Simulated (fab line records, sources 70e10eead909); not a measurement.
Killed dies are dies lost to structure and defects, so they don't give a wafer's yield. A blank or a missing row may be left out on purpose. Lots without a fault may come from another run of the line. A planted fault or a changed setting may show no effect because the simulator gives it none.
fab line records | flow nand_harc
record lots=6 wafers=18 last_day=33
route steps=1302 shown A_SGD_CUT@901 END@1302
lots that met no fault: from a run of the same line without faults
start_h: hours from the record's first day to the start of the lot's first wafer shown | wait_h: hours since the lot's step before | " the same as in the row above | L1.1+2: a row that stands for several wafers | - no value, or no start given | * or withheld: withheld | < > ~ a bound
route shown NAME@n: a module of which the file shows steps, and the number in the route of the first | usual: mean/standard deviation of fault-free wafers | same: alike in all rows | chamber/n: place in a boat | sites: the reading at each site | _std_site: their standard deviation | _edge_site: outer sites' mean less inner sites' | radius_mm: how far each site lies from the wafer's centre | mask NAME#n: copy n | behind: the tool/chamber that last shaped the wafer | hold: why the lot was held/for how many hours/how that ended | device: the transistor (n, p or np) that didn't switch | end of line: the same wafers' tests at the end of the route | a step without rows: its recipe alone | killed: dies lost to structure and defects at the first sort, not the wafer's yield | map: a wafer's dies, x killed, . not, _ none there
set.NAME: the setting as run; set.NAME@STEP: as run at that earlier step | model.NAME: the simulator's own value behind a step, which no gauge read
lots at some steps of the route; a table a step, a row a wafer
services: from which hour (start_h, from the record's first day; less than 0 if before it) a tool's chamber was out of use, for how many hours, and why
## steps
# step NHARC_A_SGD_CUT_CD_MEAS_09
# recipe target_cd_nm=100 landing_energy_ev=500
# usual cd_nm=100.1/0.81
# columns lot.wafer tool chamber start_h wait_h cd_nm
L672.1 cd_sem-03 0 479.81 - 99.5
L672.2 " 0 " " 99.3
L672.5 " 0 " " 99.5
L674.2 cd_sem-03 0 521.55 - 101.0
L674.5 " 0 " " 100.1
L674.6 " 0 " " 99.9
L681.1 cd_sem-01 0 571.71 - 99.3
L681.2 " 0 " " 98.7
L681.4 " 0 " " 100.2
L680.2 cd_sem-03 0 576.52 - 99.3
L680.4 " 0 " " 99.7
L680.5 " 0 " " 100.6
L690.1 cd_sem-01 0 656.57 - 101.1
L690.5 " 0 " " 101.1
L690.6 " 0 " " 101.2
L687.2 cd_sem-03 0 659.57 - 102.3
L687.5 " 0 " " 101.2
L687.6 " 0 " " 101.0
# step NHARC_A_SGD_CUT_OVL_MEAS_10
# usual overlay_x_nm=-0.2/0.97 overlay_y_nm=0.1/1.1
# columns lot.wafer tool chamber start_h wait_h overlay_x_nm overlay_y_nm
L672.1 overlay-01 - 479.90 - -1.0 0.9
L672.2 " - " " -0.9 1.1
L672.5 " - " " -1.0 1.4
L674.2 overlay-01 - 521.64 - 0.2 1.3
L674.5 " - " " 0.7 0.7
L674.6 " - " " 0.3 0.5
L681.1 overlay-02 - 571.80 - 0.8 -1.6
L681.2 " - " " 0.8 -0.9
L681.4 " - " " 1.6 -1.2
L680.2 overlay-01 - 576.61 - 1.0 0.2
L680.4 " - " " 0.3 -0.1
L680.5 " - " " 0.7 -0.2
L690.1 overlay-02 - 656.66 - -0.3 0.2
L690.5 " - " " -0.4 0.2
L690.6 " - " " -0.6 0.5
L687.2 overlay-02 - 659.65 - -1.7 1.1
L687.5 " - " " -1.4 0.5
L687.6 " - " " -1.9 1.1
# step NHARC_A_SGD_CUT_INSPECT_11
# usual raw_defect_count=51/32
# columns lot.wafer tool chamber start_h wait_h raw_defect_count
L672.1 defect_inspect-02 - 479.94 0.0 24
L672.2 " - " " 14
L672.5 " - " " 23
L674.2 defect_inspect-02 - 521.68 0.0 109
L674.5 " - " " 137
L674.6 " - " " 131
L681.1 defect_inspect-02 - 571.83 0.0 36
L681.2 " - " " 33
L681.4 " - " " 54
L680.2 defect_inspect-02 - 576.64 0.0 97
L680.4 " - " " 95
L680.5 " - " " 95
L690.1 defect_inspect-02 - 656.70 0.0 60
L690.5 " - " " 68
L690.6 " - " " 75
L687.2 defect_inspect-02 - 659.69 0.0 6
L687.5 " - " " 7
L687.6 " - " " 10
# step NHARC_A_SGD_CUT_DESCUM_14
# recipe time_s=3 o2_flow_sccm=200 ar_flow_sccm=0 bias_power_w=0 chemistry=O2
# usual drypump_motor_current_A=5.9/0.35 o2_flow_sccm=200.0/0.54 oes_product_au=0.998/0.012 rf_vpp_V=57.8/0.85 showerhead_plenum_p_Torr=1.91/0.067 throttle_valve_pct=11.311/0.0098
# columns lot.wafer tool chamber start_h wait_h drypump_motor_current_A o2_flow_sccm oes_product_au rf_hours_counter_h rf_vpp_V showerhead_plenum_p_Torr throttle_valve_pct
L672.2 rie_diel-01 3 480.01 0.1 6.1 200.3 0.999 9 57.4 1.94 11.320
L672.1 " 0 " " 5.8 200.7 1.013 8 58.8 1.82 11.305
L672.5 " 3 " " 6.1 200.0 1.010 - 57.8 1.94 11.313
L674.2 rie_diel-12 0 521.76 0.1 5.7 200.1 1.012 4 58.0 1.86 11.321
L674.5 " 1 " " 5.2 200.4 0.999 - 56.8 1.80 11.305
L674.6 " 2 " " 5.7 199.5 1.006 - 56.5 1.88 11.323
L681.1 rie_diel-01 3 571.90 0.1 6.1 199.9 1.005 1 57.8 1.94 11.319
L681.4 " 1 " " 5.6 200.1 1.000 1 58.7 2.04 11.295
L681.2 " 2 " " 6.3 199.2 1.002 2 57.5 1.99 11.324
L680.2 rie_diel-01 3 576.71 0.1 6.1 200.1 0.989 2 57.4 1.94 11.310
L680.4 " 0 " " 5.8 200.1 0.985 1 57.2 1.82 11.333
L680.5 " 3 " " 6.1 199.2 0.992 - 58.8 1.94 11.307
L690.1 rie_diel-01 0 656.76 0.1 5.9 199.7 0.996 8 57.3 1.82 11.324
L690.6 " 0 " " 5.8 199.7 1.000 - 58.1 1.82 11.315
L690.5 " 1 " " 5.7 199.8 1.016 - 58.5 2.04 11.322
L687.2 rie_diel-02 2 659.76 0.1 5.4 200.4 1.010 3 58.0 1.88 11.325
L687.5 " 1 " " 6.1 200.5 0.985 - 57.7 1.97 11.319
L687.6 " 3 " " 5.9 199.9 0.999 - 59.2 1.92 11.324
# step NHARC_A_SGD_CUT_ETCH_58
# recipe target_depth_a=390 over_etch_frac=0.3 time_s=65 ion_energy_ev=80 cf4_flow_sccm=150 ar_flow_sccm=0 rf_w=300 bias_w=100 chemistry=CF4
# usual bias_w=100.03/0.28 drypump_motor_current_A=5.9/0.36 oes_product_au=1.000/0.012 rf_vpp_V=151.3/1.1 showerhead_plenum_p_Torr=1.77/0.059 throttle_valve_pct=13.284/0.0091
# columns lot.wafer tool chamber start_h wait_h bias_w drypump_motor_current_A oes_product_au rf_hours_counter_h rf_vpp_V showerhead_plenum_p_Torr throttle_valve_pct
L672.2 rie_diel-01 1 480.09 0.1 99.87 5.7 1.014 9 151.3 1.88 13.298
L672.1 " 3 " " 99.93 6.1 1.005 9 152.5 1.79 13.307
L672.5 " 0 " " 100.31 5.8 1.010 - 149.2 1.69 13.275
L674.2 rie_diel-12 3 521.82 0.1 99.94 6.6 0.998 4 149.8 1.76 13.279
L674.6 " 3 " " 99.73 6.6 0.990 - 151.0 1.76 13.299
L674.5 " 0 " " 100.13 5.7 1.004 - 150.2 1.72 13.284
L681.4 rie_diel-01 3 571.98 0.1 100.21 6.1 0.996 1 151.4 1.79 13.300
L681.1 " 0 " " 100.14 5.8 0.984 1 149.5 1.69 13.275
L681.2 " 1 " " 100.12 5.7 1.000 1 152.6 1.88 13.286
L680.2 rie_diel-01 1 576.80 0.1 100.20 5.7 1.007 2 152.4 1.88 13.280
L680.4 " 2 " " 99.72 6.3 1.013 2 151.0 1.83 13.270
L680.5 " 3 " " 100.10 6.0 0.997 - 152.3 1.79 13.295
L690.1 rie_diel-01 2 656.86 0.1 100.00 6.3 1.014 9 152.7 1.83 13.277
L690.6 " 3 " " 99.95 6.0 1.002 - 150.8 1.79 13.302
L690.5 " 0 " " 99.69 5.9 1.012 - 149.5 1.69 13.276
L687.2 rie_diel-02 1 659.85 0.1 100.08 6.1 0.981 4 150.9 1.81 13.288
L687.6 " 1 " " 100.14 6.1 0.969 - 152.1 1.81 13.285
L687.5 " 3 " " 100.42 5.9 0.992 - 150.6 1.77 13.277
# step NHARC_A_SGD_CUT_ETCH_59
# recipe target_depth_a=2600 over_etch_frac=0.25 time_s=406.25 ion_energy_ev=200 n2_flow_sccm=150 h2_flow_sccm=150 ar_flow_sccm=0 rf_w=400 bias_w=150 chemistry=N2/H2
# usual bias_w=150.0/0.47 drypump_motor_current_A=5.9/0.36 h2_flow_sccm=150.1/0.46 oes_product_au=0.998/0.012 rf_vpp_V=430.4/2.2 showerhead_plenum_p_Torr=2.04/0.075 throttle_valve_pct=14.172/0.0089
# columns lot.wafer tool chamber start_h wait_h bias_w drypump_motor_current_A h2_flow_sccm oes_product_au rf_hours_counter_h rf_vpp_V showerhead_plenum_p_Torr throttle_valve_pct
L672.2 rie_diel-01 1 - - 149.5 5.7 150.3 1.006 9 433.4 2.18 14.167
L672.1 " 2 " " 149.3 6.3 150.3 1.007 10 431.8 2.12 14.172
L672.5 " 3 " " 149.8 6.1 150.5 0.987 - 431.8 2.07 14.165
L674.2 rie_diel-12 1 - - 150.4 5.2 150.8 0.996 3 426.3 1.92 14.178
L674.6 " 1 " " 150.5 5.2 150.5 0.999 - 426.2 1.92 14.175
L674.5 " 2 " " 149.8 5.7 149.9 1.011 - 428.7 2.00 14.184
L681.2 rie_diel-01 2 - - 150.2 6.3 150.6 1.013 2 432.8 2.12 14.171
L681.4 " 3 " " 149.4 6.1 149.6 1.003 1 430.1 2.07 14.174
L681.1 " 1 " " 149.4 5.7 150.2 1.017 1 435.0 2.18 14.184
L680.4 rie_diel-01 0 - - 150.0 5.9 150.1 0.994 1 428.6 1.94 14.164
L680.2 " 2 " " 150.5 6.3 150.5 0.999 2 431.8 2.12 14.176
L680.5 " 3 " " 151.0 6.1 151.2 1.000 - 430.6 2.07 14.168
L690.1 rie_diel-01 2 - - 149.5 6.3 149.5 1.010 9 431.5 2.12 14.166
L690.5 " 2 " " 149.8 6.3 150.1 1.000 - 431.8 2.12 14.170
L690.6 " 3 " " 149.8 6.1 149.8 0.992 - 431.2 2.07 14.179
L687.2 rie_diel-02 2 - - 149.6 5.4 150.1 0.996 3 430.3 2.01 14.181
L687.5 " 1 " " 150.2 6.1 149.8 0.976 - 433.1 2.10 14.172
L687.6 " 3 " " 149.9 5.9 149.6 0.990 - 430.4 2.04 14.166
# step NHARC_A_SGD_CUT_ETCH_15
# recipe target_depth_a=750 time_s=64.3 ch3f_flow_sccm=50 o2_flow_sccm=30 ar_flow_sccm=200 rf_w=500 bias_w=100 chemistry=CH3F/O2
# usual bias_w=99.96/0.3 drypump_motor_current_A=5.8/0.35 o2_flow_sccm=29.99/0.084 oes_product_au=0.959/0.021 rf_vpp_V=263.9/1.6 showerhead_plenum_p_Torr=2.45/0.083 throttle_valve_pct=20.663/0.0086
# columns lot.wafer tool chamber start_h wait_h bias_w drypump_motor_current_A o2_flow_sccm oes_product_au rf_hours_counter_h rf_vpp_V showerhead_plenum_p_Torr throttle_valve_pct
L672.1 rie_diel-01 0 - - 100.45 5.9 30.03 0.972 8.0 262.8 2.34 20.667
L672.2 " 2 " " 99.99 6.3 29.93 0.958 9.7 264.5 2.55 20.671
L672.5 " 0 " " 100.18 5.9 30.11 0.972 - 262.9 2.34 20.641
L674.2 rie_diel-12 0 - - 100.37 5.7 30.02 0.984 3.9 262.6 2.39 20.658
L674.6 " 1 " " 99.92 5.2 29.98 0.978 - 262.3 2.32 20.657
L674.5 " 2 " " 99.83 5.7 29.91 0.958 - 263.7 2.42 20.658
L681.2 rie_diel-01 0 - - 100.20 5.9 29.90 0.958 1.0 261.2 2.34 20.656
L681.4 " 1 " " 99.95 5.7 30.00 0.976 1.3 267.3 2.62 20.645
L681.1 " 3 " " 100.27 6.1 30.06 0.959 1.5 265.2 2.49 20.662
L680.4 rie_diel-01 2 - - 100.42 6.3 30.02 0.966 2.2 265.7 2.55 20.668
L680.2 " 0 " " 100.00 5.9 29.98 0.968 1.6 262.5 2.34 20.661
L680.5 " 2 " " 100.17 6.3 29.86 0.967 - 264.7 2.55 20.668
L690.1 rie_diel-01 1 - - 99.40 5.7 30.10 0.976 8.7 266.2 2.61 20.663
L690.6 " 3 " " 100.11 6.1 29.92 0.978 - 266.0 2.49 20.666
L690.5 " 0 " " 100.01 5.9 30.13 0.966 - 260.6 2.34 20.655
L687.2 rie_diel-02 2 - - 99.47 5.4 30.07 0.969 3.8 265.1 2.42 20.649
L687.6 " 3 " " 99.99 5.9 29.95 0.951 - 264.3 2.46 20.662
L687.5 " 0 " " 100.12 5.6 29.96 0.925 - 263.2 2.43 20.661
# step NHARC_A_SGD_CUT_ETCH_16
# recipe target_depth_a=3105 time_s=155.2 c4f8_flow_sccm=withheld o2_flow_sccm=8 ar_flow_sccm=withheld rf_w=600 bias_w=800 chemistry=C4F8/O2/Ar
# step NHARC_A_SGD_CUT_STRIP_60
# recipe c4f8_flow_sccm=withheld o2_flow_sccm=8 ar_flow_sccm=withheld bias_w=0 chemistry=C4F8/O2/Ar
# step NHARC_A_SGD_CUT_STRIP_17
# recipe o2_flow_sccm=500 ar_flow_sccm=0 bias_w=0 chemistry=O2
# usual drypump_motor_current_A=5.9/0.36 o2_flow_sccm=499.9/1.3 oes_product_au=0.996/0.013 rf_vpp_V=57.9/0.92 showerhead_plenum_p_Torr=3.53/0.11 throttle_valve_pct=17.036/0.0088
# same bias_w=0
# columns lot.wafer tool chamber start_h wait_h drypump_motor_current_A o2_flow_sccm oes_product_au rf_hours_counter_h rf_vpp_V showerhead_plenum_p_Torr throttle_valve_pct
L672.1 rie_diel-01 0 - - 5.9 498.9 1.005 8.1 56.6 3.37 17.029
L672.2 " 1 " " 5.7 501.2 0.999 9.3 57.9 3.75 17.026
L672.5 " 3 " " 6.1 499.1 0.996 - 57.6 3.58 17.029
L674.2 rie_diel-12 3 - - 6.6 498.6 0.997 4.4 57.3 3.51 17.038
L674.5 " 0 " " 5.7 500.0 0.993 - 57.0 3.43 17.031
L674.6 " 1 " " 5.2 499.4 1.018 - 57.1 3.34 17.045
L681.1 rie_diel-01 2 - - 6.3 499.8 1.002 1.9 59.9 3.65 17.038
L681.2 " 3 " " 6.1 500.7 0.992 1.6 58.1 3.58 17.043
L681.4 " 0 " " 5.8 501.9 0.975 1.1 56.2 3.36 17.043
L680.2 rie_diel-01 2 - - 6.3 499.1 1.003 2.3 58.5 3.65 17.031
L680.4 " 0 " " 5.9 499.4 0.986 1.7 58.6 3.36 17.035
L680.5 " 1 " " 5.7 500.9 1.020 - 57.9 3.75 17.032
L690.1 rie_diel-01 1 - - 5.7 499.7 1.028 8.8 58.7 3.74 17.032
L690.5 " 0 " " 5.9 498.8 1.000 - 57.2 3.36 17.028
L690.6 " 1 " " 5.7 500.1 1.022 - 59.2 3.74 17.047
L687.2 rie_diel-02 0 - - 5.5 503.6 1.005 3.9 58.3 3.49 17.034
L687.5 " 0 " " 5.6 501.5 1.004 - 58.4 3.48 17.047
L687.6 " 1 " " 6.1 498.3 0.986 - 57.0 3.62 17.029
# step NHARC_A_SGD_CUT_PRECLEAN_18
# recipe time_s=* temp_c=50 bath_age_min=0 chemistry=SC1
# step NHARC_A_SGD_CUT_SRD_19
# step NHARC_A_SGD_CUT_DEP_20
# recipe target_thk_a=1500 temp_c=65 material=SiO2
# columns lot.wafer tool chamber start_h wait_h
L672.2+1+5 fcvd-02 0,1,1 481.11 -
L674.2+6+5 fcvd-02 1,1,0 522.99 0.1
L681.1+2+4 fcvd-02 1,0,0 573.01 -
L680.2+4+5 fcvd-02 0,0,1 577.82 -
L690.1+6+5 fcvd-01 1,1,0 657.88 -
L687.2+5+6 fcvd-02 0,0,1 661.25 -
# step NHARC_A_SGD_CUT_ANNEAL_27
# recipe temp_c=450 time_s=1800
# step NHARC_A_SGD_CUT_CMP_21
# recipe target_thk_nm=148.19
# usual edge_zone_pressure_frac=1.000/0.0052 motor_current_A=11.7/1.2 time_to_endpoint_s=49/3.1
# columns lot.wafer tool chamber start_h wait_h edge_zone_pressure_frac motor_current_A time_to_endpoint_s
L672.2 cmp-02 1 486.13 0.4 0.996 11.2 50
L672.1 " 0 " " 1.008 10.3 49
L672.5 " 1 " " 1.002 11.4 52
L674.2 cmp-04 1 528.02 0.4 0.997 14.7 50
L674.5 " 0 " " 0.994 10.2 49
L674.6 " 1 " " 1.004 14.5 47
L681.1 cmp-04 3 577.50 0.4 1.003 12.4 51
L681.2 " 0 " " 1.009 10.7 15
L681.4 " 1 " " 0.998 14.3 17
L680.4 cmp-04 2 582.60 0.4 1.007 11.3 16
L680.2 " 0 " " 1.001 10.6 13
L680.5 " 2 " " 0.995 11.4 49
L690.1 cmp-01 2 662.57 0.4 0.998 12.3 50
L690.6 " 0 " " 1.001 12.5 53
L690.5 " 1 " " 0.996 11.9 54
L687.2 cmp-01 0 668.30 0.4 1.010 12.9 54
L687.5 " 3 " " 0.996 11.7 43
L687.6 " 0 " " 1.005 12.8 56
# step NHARC_A_SGD_CUT_THK_MEAS_22
# recipe thk_meas_gauge=ellipsometry
# usual thk_nm=147.8/1.5
# columns lot.wafer tool chamber start_h wait_h thk_nm
L672.1 film_metro-01 - 486.38 0.2 146.8
L672.2 " - " " 147.0
L672.5 " - " " 148.3
L674.2 film_metro-02 - 528.25 0.2 146.6
L674.5 " - " " 147.5
L674.6 " - " " 147.1
L681.1 film_metro-02 - 577.73 0.2 149.3
L681.2 " - " " 41.8
L681.4 " - " " 45.3
L680.2 film_metro-02 - 582.85 0.2 46.9
L680.4 " - " " 45.4
L680.5 " - " " 146.6
L690.1 film_metro-02 - 662.77 0.2 148.1
L690.5 " - " " 148.6
L690.6 " - " " 149.1
L687.2 film_metro-01 - 668.53 0.2 151.0
L687.5 " - " " 147.0
L687.6 " - " " 148.9
# step NHARC_A_SGD_CUT_SRD_23
# step NHARC_END_SORT_01
# recipe temp_c=25
# usual killed_at_array=52/19 killed_at_other=0.9/1.3 killed_at_periphery=4/3.1 killed_dies=57/18 killed_open=3.2/1.7 killed_short=2.3/1.4
# same gross_dies=677
# columns lot.wafer tool chamber start_h wait_h killed_at_array killed_at_other killed_at_periphery killed_dies killed_open killed_short
L672.1 prober-02 0 603.76 2.5 32 2 3 37 6 1
L672.2 prober-02 0 604.54 2.8 40 1 2 43 2 4
L672.5 prober-02 0 606.89 3.6 47 0 1 48 3 4
L674.2 prober-02 0 647.98 2.8 83 3 2 88 3 2
L674.5 prober-02 0 650.37 3.7 58 6 2 66 1 2
L674.6 prober-02 0 651.17 4.0 65 3 3 71 3 4
L681.1 prober-02 0 695.15 2.5 59 1 4 64 3 0
L681.2 prober-02 0 695.95 2.8 59 0 4 63 3 2
L681.4 prober-02 0 697.55 3.4 73 0 3 76 5 2
L680.2 prober-01 0 704.60 2.8 90 0 9 99 5 3
L680.4 prober-01 0 706.19 3.4 97 0 6 103 2 3
L680.5 prober-01 0 706.99 3.7 93 0 1 94 2 0
L690.1 prober-02 0 780.92 2.5 51 3 1 55 3 2
L690.5 prober-02 0 784.13 3.7 52 5 0 57 1 1
L690.6 prober-02 0 784.93 4.0 67 5 0 72 3 3
L687.2 prober-02 0 789.55 2.8 12 1 9 22 2 2
L687.5 prober-02 0 791.90 3.6 22 0 14 36 3 0
L687.6 prober-02 0 792.68 3.9 21 1 12 34 3 1
# killed by level:class
L672.1 A_CHANNEL_HOLE_D2:chamber_film_flake=12 A_SLIT:chamber_film_flake=9 A_CONTACT:chamber_film_flake=3 P_CONTACT:geometric_particle:open=2 THIN_TSV:chamber_film_flake=2 P_STI:geometric_particle:open=1 A_CHANNEL_HOLE_D2:geometric_particle:open=1 A_CHANNEL_FILL_D2:geometric_particle:short=1
L672.2 A_SLIT:chamber_film_flake=28 A_CHANNEL_HOLE_D2:chamber_film_flake=2 A_WL_FILL:chamber_film_flake=2 P_CONTACT:geometric_particle:open=1 A_ONON_D1:geometric_particle:short=1 A_ONON_D2:geometric_particle:short=1 A_CHANNEL_HOLE_D2:geometric_particle:short=1 A_CONTACT:geometric_particle:open=1
L672.5 A_SLIT:chamber_film_flake=25 A_CHANNEL_HOLE_D2:chamber_film_flake=8 A_CHANNEL_HOLE_D1:chamber_film_flake=2 A_DECK1_JOINT:chamber_film_flake=2 P_M1:geometric_particle:open=1 A_CHANNEL_FILL_D1:geometric_particle:short=1 A_DECK1_JOINT:geometric_particle:short=1 A_SGD_CUT:geometric_particle:short=1
L674.2 A_CHANNEL_HOLE_D1:chamber_film_flake=36 A_CHANNEL_HOLE_D2:chamber_film_flake=35 A_STAIRCASE:chamber_film_flake=3 A_CONTACT:chamber_film_flake=3 THIN_TSV:chamber_film_flake=3 P_CONTACT:geometric_particle:open=1 A_SOURCE_PLATE:geometric_particle:short=1 A_SOURCE_PLATE:geometric_particle:open=1
L674.5 A_CHANNEL_HOLE_D1:chamber_film_flake=29 A_CHANNEL_HOLE_D2:chamber_film_flake=21 THIN_TSV:chamber_film_flake=6 A_CONTACT:chamber_film_flake=4 A_DECK1_JOINT:chamber_film_flake=2 P_CONTACT:geometric_particle:short=1 P_M2:geometric_particle:short=1 A_M1:geometric_particle:open=1
L674.6 A_CHANNEL_HOLE_D2:chamber_film_flake=26 A_CHANNEL_HOLE_D1:chamber_film_flake=25 A_CONTACT:chamber_film_flake=3 THIN_TSV:chamber_film_flake=3 A_SOURCE_PLATE:geometric_particle:short=2 A_ONON_D2:geometric_particle:open=2 P_ZERO_WELL:chamber_film_flake=2 A_DECK1_JOINT:chamber_film_flake=2
L681.1 A_CHANNEL_HOLE_D2:chamber_film_flake=24 A_SLIT:chamber_film_flake=13 A_CONTACT:chamber_film_flake=10 A_WL_FILL:chamber_film_flake=3 A_STAIRCASE:chamber_film_flake=3 P_GATE:chamber_film_flake=2 P_GATE:geometric_particle:open=1 A_CHANNEL_FILL_D1:geometric_particle:open=1
L681.2 A_SLIT:chamber_film_flake=32 A_CHANNEL_HOLE_D2:chamber_film_flake=9 A_CONTACT:chamber_film_flake=6 A_CHANNEL_HOLE_D1:chamber_film_flake=5 P_CONTACT:geometric_particle:open=2 A_ONON_D1:geometric_particle:open=1 A_CHANNEL_FILL_D1:geometric_particle:short=1 A_ONON_D2:geometric_particle:short=1
L681.4 A_SLIT:chamber_film_flake=40 A_CHANNEL_HOLE_D2:chamber_film_flake=14 A_STAIRCASE:chamber_film_flake=3 A_ONON_D2:geometric_particle:open=2 A_ZERO_WELL:chamber_film_flake=2 A_CHANNEL_HOLE_D1:chamber_film_flake=2 A_WL_FILL:chamber_film_flake=2 A_CONTACT:chamber_film_flake=2
L680.2 A_CHANNEL_HOLE_D1:chamber_film_flake=33 A_CHANNEL_HOLE_D2:chamber_film_flake=20 A_STAIRCASE:chamber_film_flake=15 A_SLIT:chamber_film_flake=13 P_GATE:chamber_film_flake=4 P_ZERO_WELL:chamber_film_flake=2 A_SGD_CUT:chamber_film_flake=2 P_CONTACT:geometric_particle:short=1
L680.4 A_CHANNEL_HOLE_D1:chamber_film_flake=33 A_SLIT:chamber_film_flake=29 A_CHANNEL_HOLE_D2:chamber_film_flake=13 A_STAIRCASE:chamber_film_flake=11 P_GATE:chamber_film_flake=4 A_ONON_D1:geometric_particle:open=2 A_SGD_CUT:geometric_particle:short=2 A_CONTACT:chamber_film_flake=2
L680.5 A_CHANNEL_HOLE_D1:chamber_film_flake=34 A_CHANNEL_HOLE_D2:chamber_film_flake=21 A_SLIT:chamber_film_flake=19 A_STAIRCASE:chamber_film_flake=12 A_SGD_CUT:chamber_film_flake=3 A_CHANNEL_FILL_D2:geometric_particle:open=1 A_M0:geometric_particle:open=1 P_GATE:chamber_film_flake=1
L690.1 A_CHANNEL_HOLE_D2:chamber_film_flake=24 A_CONTACT:chamber_film_flake=9 A_CHANNEL_HOLE_D1:chamber_film_flake=7 A_SLIT:chamber_film_flake=4 A_WL_FILL:geometric_particle:open=2 A_WL_FILL:chamber_film_flake=2 THIN_TSV:chamber_film_flake=2 P_M1:geometric_particle:open=1
L690.5 A_CHANNEL_HOLE_D2:chamber_film_flake=33 A_CHANNEL_HOLE_D1:chamber_film_flake=9 THIN_TSV:chamber_film_flake=5 A_CONTACT:chamber_film_flake=4 A_STAIRCASE:chamber_film_flake=2 A_CHANNEL_HOLE_D1:geometric_particle:open=1 A_CHANNEL_FILL_D2:geometric_particle:short=1 A_DECK1_JOINT:chamber_film_flake=1
L690.6 A_CHANNEL_HOLE_D1:chamber_film_flake=24 A_CHANNEL_HOLE_D2:chamber_film_flake=20 A_SLIT:chamber_film_flake=7 A_CONTACT:chamber_film_flake=6 A_STAIRCASE:chamber_film_flake=4 THIN_TSV:chamber_film_flake=4 A_WL_FILL:geometric_particle:short=2 A_BLC:geometric_particle:open=2
L687.2 P_GATE:chamber_film_flake=6 A_SLIT:chamber_film_flake=4 P_CONTACT:chamber_film_flake=2 A_STAIRCASE:chamber_film_flake=2 A_CHANNEL_HOLE_D1:geometric_particle:short=1 A_CHANNEL_FILL_D1:geometric_particle:short=1 A_CHANNEL_FILL_D2:geometric_particle:open=1 A_BLC:geometric_particle:open=1
L687.5 A_SLIT:chamber_film_flake=11 P_CONTACT:chamber_film_flake=7 P_GATE:chamber_film_flake=6 A_CONTACT:chamber_film_flake=3 A_DECK1_JOINT:chamber_film_flake=2 A_CHANNEL_FILL_D2:geometric_particle:open=1 A_BLC:geometric_particle:open=1 A_M0:geometric_particle:open=1
L687.6 P_CONTACT:chamber_film_flake=7 A_SLIT:chamber_film_flake=6 P_GATE:chamber_film_flake=4 A_STAIRCASE:chamber_film_flake=3 A_CONTACT:chamber_film_flake=3 A_ZERO_WELL:chamber_film_flake=2 P_M0:geometric_particle:open=1 A_CHANNEL_FILL_D1:geometric_particle:short=1
## services
# columns tool chamber start_h hours kind
rie_diel-02 1 456.65 3.4 repair
rie_diel-01 0 466.04 3.2 repair
rie_diel-12 1 479.07 6.9 repair
rie_diel-01 - 485.82 38.0 repair
fcvd-02 - 489.39 0.5 repair
rie_diel-12 - 490.14 0.5 repair
rie_diel-02 2 499.08 28.2 repair
rie_diel-12 2 506.11 3.9 repair
rie_diel-12 - 514.39 0.3 repair
rie_diel-02 2 532.28 4.9 repair
fcvd-02 0 532.93 13.1 repair
rie_diel-12 2 535.11 9.0 repair
rie_diel-02 2 547.27 10.6 repair
fcvd-02 - 547.99 0.4 repair
rie_diel-01 - 557.80 9.0 pm
rie_diel-12 0 569.32 1.6 repair
rie_diel-02 - 570.70 9.0 pm
fcvd-02 - 582.95 0.5 repair
rie_diel-12 0 599.53 10.3 repair
rie_diel-02 2 600.77 20.3 repair
rie_diel-01 - 603.45 0.3 repair
rie_diel-01 3 610.41 1.3 repair
rie_diel-12 - 622.43 9.0 pm
rie_diel-02 2 626.24 1.2 repair
## key
first_sign step=NHARC_A_SGD_CUT_CMP_21 reading=time_to_endpoint_s direction=down sigmas=11 usual=* struck=*
effect step=NHARC_A_SGD_CUT_THK_MEAS_22 reading=thk_nm direction=down sigmas=67 usual=147.8 struck=44.9
met_at NHARC_A_SGD_CUT_DEP_20
struck_wafers L680.2,L680.4,L681.2,L681.4
tester_left_out L680,L681
onset_between 522.99 573.01
fault kind=process_parameter_drift tool=fcvd-02 chamber=0 onset_h=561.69 steps=NHARC_A_SGD_CUT_DEP_20 channel=target_thk_a offset=* shape=step end_h=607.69 acts_in=* stated=*
# tester_left_out: of these lots the tester's yield and bins aren't shown, on N5 and GAA mostly nor the transistor test; their killed dies are dies lost to structure and defects alone, not to doping, threshold or leakage, so they don't give the yield
